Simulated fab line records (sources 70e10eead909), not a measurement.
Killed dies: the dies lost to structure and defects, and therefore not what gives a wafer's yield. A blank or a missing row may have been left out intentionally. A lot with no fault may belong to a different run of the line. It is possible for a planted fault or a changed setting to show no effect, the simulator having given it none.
A lot that was struck, set against a sound lot	flow nand_harc	17 steps out of a route of 1159
Sound: the wafers L900.1, L900.2, L900.3. Wafers L918.2, L918.4, L918.5 were the ones struck. At the end, the cause is stated.
For every step that has rows: the tool of each side, followed by ch and its chambers, followed by its first start. Under that, the readings that differ: sound wafers	struck wafers	difference of the means	sigmas: that difference in standard deviations of wafers without a fault.
alike: same words and numbers on both sides, and readings whose means sit less than 2 such deviations apart. not compared: any withheld reading, any reading some wafer has no value for, any bound like >300 that may hide the same value, and any number with overlapping values for which the record gives no deviation.
The two part at a step that has a row with sigmas, a row that says differs or no value, or rows on one side only. Numbers that don't overlap but have no deviation are shown without sigmas and don't part them. A reading missing from all wafers of one side parts the sides only when that side holds two or more wafers.

NHARC_P_GATE_CD_MEAS_46: target cd 720 nm.
  sound on cd_sem-03 ch 0, day 5 13:04; struck on cd_sem-01 ch 0, day 9 23:27
  alike: cd_nm
then, 1 step without rows for these wafers: NHARC_P_GATE_HARDBAKE_47 (time 80 s).
NHARC_P_GATE_DESCUM_48: chemistry O2, time 3 s.
  sound on rie_diel-03 ch 0,2,3, day 5 13:14; struck on rie_diel-01 ch 0,1,2, day 9 23:38
  alike: drypump_motor_current_A, oes_product_au, rf_vpp_V, showerhead_plenum_p_Torr, throttle_valve_pct
  not compared: rf_hours_counter_h
following that, these wafers have no rows for 1 step: NHARC_P_GATE_IMPLANT_49.
NHARC_P_GATE_STRIP_111: strips in N2/H2, time 250 s.
  sound on plasma_asher-02 ch 0,1, day 5 14:11; struck on plasma_asher-02 ch 1, day 10 00:02
  alike: heater_power_w
  not compared: rf_hours_counter_h
NHARC_P_GATE_STRIP_75: strips in O2.
  sound on plasma_asher-02 ch 0,1, day 5 14:29; struck on plasma_asher-02 ch 1, day 10 00:18
  alike: heater_power_w
  not compared: rf_hours_counter_h
then, 6 steps without rows for these wafers: NHARC_P_GATE_STRIP_50 (strips in SPM, time 900 s); NHARC_P_GATE_DEHYDRATE_51 (time 120 s); NHARC_P_GATE_HMDS_52 (time 30 s); NHARC_P_GATE_COAT_53; NHARC_P_GATE_SOFTBAKE_54 (time 95 s); NHARC_P_GATE_EBR_55.
NHARC_P_GATE_EXPOSE_56: exposes mask P PSD, target cd 720 nm.
  sound on krf_scanner-03 ch 0, day 5 15:16; struck on krf_scanner-03 ch 0, day 10 00:56
reading	sound	struck	difference	sigmas
exposure_dose_mJ_cm2	14.806 14.824 14.804	8.130 8.131 8.112	-6.687	-99 or more
  alike: mask
then, 2 steps without rows for these wafers: NHARC_P_GATE_PEB_57 (peb time 85 s); NHARC_P_GATE_DEVELOP_58 (time 70 s).
NHARC_P_GATE_CD_MEAS_59: target cd 720 nm.
  sound on cd_sem-01 ch 0, day 5 15:25; struck on cd_sem-02 ch 0, day 10 01:05
reading	sound	struck	difference	sigmas
cd_nm (nm)	721.3 721.9 721.1	619.3 616.4 617.4	-103.7	-94
then, 1 step without rows for these wafers: NHARC_P_GATE_HARDBAKE_60 (time 80 s).

WHERE THEY PART
Last at NHARC_P_GATE_CD_MEAS_59 as far as this record goes, first at NHARC_P_GATE_EXPOSE_56.

WHY: the cause the simulator had injected
Drift in process parameters on krf_scanner-03 at NHARC_P_GATE_EXPOSE_56, starting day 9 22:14. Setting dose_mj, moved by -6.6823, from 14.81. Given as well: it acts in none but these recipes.
